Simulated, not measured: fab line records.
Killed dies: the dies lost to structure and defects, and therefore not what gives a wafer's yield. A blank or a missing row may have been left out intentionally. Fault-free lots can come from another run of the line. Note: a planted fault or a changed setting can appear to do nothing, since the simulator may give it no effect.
Which of the tools did it? :: flow nand_harc :: Sampling: 12 lots, 36 wafers, 4 of 1302 route steps

WHAT THE GAUGES READ, wafer by wafer
NHARC_P_BONDPAD_THK_MEAS_20: measures by xrf.
lot: L076
measured: day 7 08:52
on: film_metro-01
thk_nm (nm): 158.8 162.6 162.8

lot: L077
measured: day 7 20:34
on: film_metro-02
thk_nm (nm): 161.6 161.8 159.9

lot: L079
measured: day 8 20:27
on: film_metro-01
thk_nm (nm): 161.7 159.4 160.5

lot: L081
measured: day 9 19:15
on: film_metro-02
thk_nm (nm): 159.8 161.9 162.9

lot: L083
measured: day 10 09:53
on: film_metro-01
thk_nm (nm): 161.3 158.5 159.0

lot: L085
measured: day 11 08:22
on: film_metro-01
thk_nm (nm): 161.4 160.2 162.1

lot: L087
measured: day 12 00:56
on: film_metro-02
thk_nm (nm): 163.5 161.3 160.2

lot: L088
measured: day 13 01:02
on: film_metro-01
thk_nm (nm): 160.4 159.8 161.5

lot: L091
measured: day 13 23:04
on: film_metro-02
thk_nm (nm): 161.4 158.7 157.4

lot: L093
measured: day 14 14:25
on: film_metro-01
thk_nm (nm): 161.0 159.1 159.9

lot: L095
measured: day 15 07:05
on: film_metro-01
thk_nm (nm): 158.3 162.4 162.7

lot: L096
measured: day 17 06:32
on: film_metro-01
thk_nm (nm): 160.2 161.0 162.8

TOOL THAT RAN EACH LOT (tool first, then ch and the chambers of the sampled wafers, then the start)
lot: L076
NHARC_P_M0_PRE_CLEAN_29: pvd_sputter-03, day 7 05:07 or earlier
NHARC_P_BONDPAD_DEP_00: pecvd-01 ch 0,1, day 7 05:07
NHARC_P_BONDPAD_CMP_19: cmp-01 ch 1,2,3, day 7 08:35

lot: L077
NHARC_P_M0_PRE_CLEAN_29: pvd_sputter-02, day 7 16:50 or earlier
NHARC_P_BONDPAD_DEP_00: pecvd-03 ch 0,1, day 7 16:50
NHARC_P_BONDPAD_CMP_19: cmp-01 ch 0,1,3, day 7 20:20

lot: L079
NHARC_P_M0_PRE_CLEAN_29: pvd_sputter-01, day 8 16:40 or earlier
NHARC_P_BONDPAD_DEP_00: pecvd-02 ch 0,1,2, day 8 16:40
NHARC_P_BONDPAD_CMP_19: cmp-02 ch 0,3, day 8 20:08

lot: L081
NHARC_P_M0_PRE_CLEAN_29: pvd_sputter-02, day 9 15:25 or earlier
NHARC_P_BONDPAD_DEP_00: pecvd-01 ch 0,1, day 9 15:25
NHARC_P_BONDPAD_CMP_19: cmp-03 ch 1,3, day 9 18:56

lot: L083
NHARC_P_M0_PRE_CLEAN_29: pvd_sputter-01, day 10 05:59 or earlier
NHARC_P_BONDPAD_DEP_00: pecvd-01 ch 2, day 10 05:59
NHARC_P_BONDPAD_CMP_19: cmp-03 ch 0,2,3, day 10 09:38

lot: L085
NHARC_P_M0_PRE_CLEAN_29: pvd_sputter-02, day 11 04:33 or earlier
NHARC_P_BONDPAD_DEP_00: pecvd-02 ch 1,2, day 11 04:33
NHARC_P_BONDPAD_CMP_19: cmp-03 ch 0,1,3, day 11 08:02

lot: L087
NHARC_P_M0_PRE_CLEAN_29: pvd_sputter-03, day 11 21:10 or earlier
NHARC_P_BONDPAD_DEP_00: pecvd-02 ch 0,1,2, day 11 21:10
NHARC_P_BONDPAD_CMP_19: cmp-02 ch 1,2,3, day 12 00:38

lot: L088
NHARC_P_M0_PRE_CLEAN_29: pvd_sputter-01, day 12 21:23 or earlier
NHARC_P_BONDPAD_DEP_00: pecvd-03 ch 0,1,2, day 12 21:23
NHARC_P_BONDPAD_CMP_19: cmp-02 ch 0,1,2, day 13 00:43

lot: L091
NHARC_P_M0_PRE_CLEAN_29: pvd_sputter-02, day 13 19:18 or earlier
NHARC_P_BONDPAD_DEP_00: pecvd-03 ch 0,2, day 13 19:18
NHARC_P_BONDPAD_CMP_19: cmp-01 ch 1,2, day 13 22:45

lot: L093
NHARC_P_M0_PRE_CLEAN_29: pvd_sputter-02, day 14 10:43 or earlier
NHARC_P_BONDPAD_DEP_00: pecvd-03 ch 0,2, day 14 10:43
NHARC_P_BONDPAD_CMP_19: cmp-03 ch 0,2, day 14 14:07

lot: L095
NHARC_P_M0_PRE_CLEAN_29: pvd_sputter-02, day 15 02:58 or earlier
NHARC_P_BONDPAD_DEP_00: pecvd-03 ch 0,1,2, day 15 02:58
NHARC_P_BONDPAD_CMP_19: cmp-02 ch 1,3, day 15 06:47

lot: L096
NHARC_P_M0_PRE_CLEAN_29: pvd_sputter-03, day 17 06:13 or earlier
NHARC_P_BONDPAD_DEP_00: pecvd-01 ch 0,1, day 17 06:13 or earlier
NHARC_P_BONDPAD_CMP_19: cmp-01 ch 0,2, day 17 06:13
- NHARC_P_M0_PRE_CLEAN_29: time 30 s.
- NHARC_P_BONDPAD_DEP_00: deposits SiCN, target thk 250 nm.
- NHARC_P_BONDPAD_CMP_19: polishes, t overpolish 30 s, cu recess touch 16 s, target thk 160.81 nm.

THE ANSWER, worked out from the rows above alone
Rule: the lots themselves supply what counts as usual. Put in order of their means at a reading, lots are off if they are a third of the lots or fewer, leave a main group of 4 or more, and stand apart from it by a gap of 3 or more times the standard deviation of the main group's means; of several such gaps the widest counts. A main group whose means are all the same, to the digits that the tables above print for the reading, isn't used. A lot without any number at a reading at which 4 lots or more have one is off too. Any other lot the step has rows for is counted as sound.
Nothing can be told from this: no lot is off at any reading shown.

WHAT WAS PUT IN BY THE SIMULATOR
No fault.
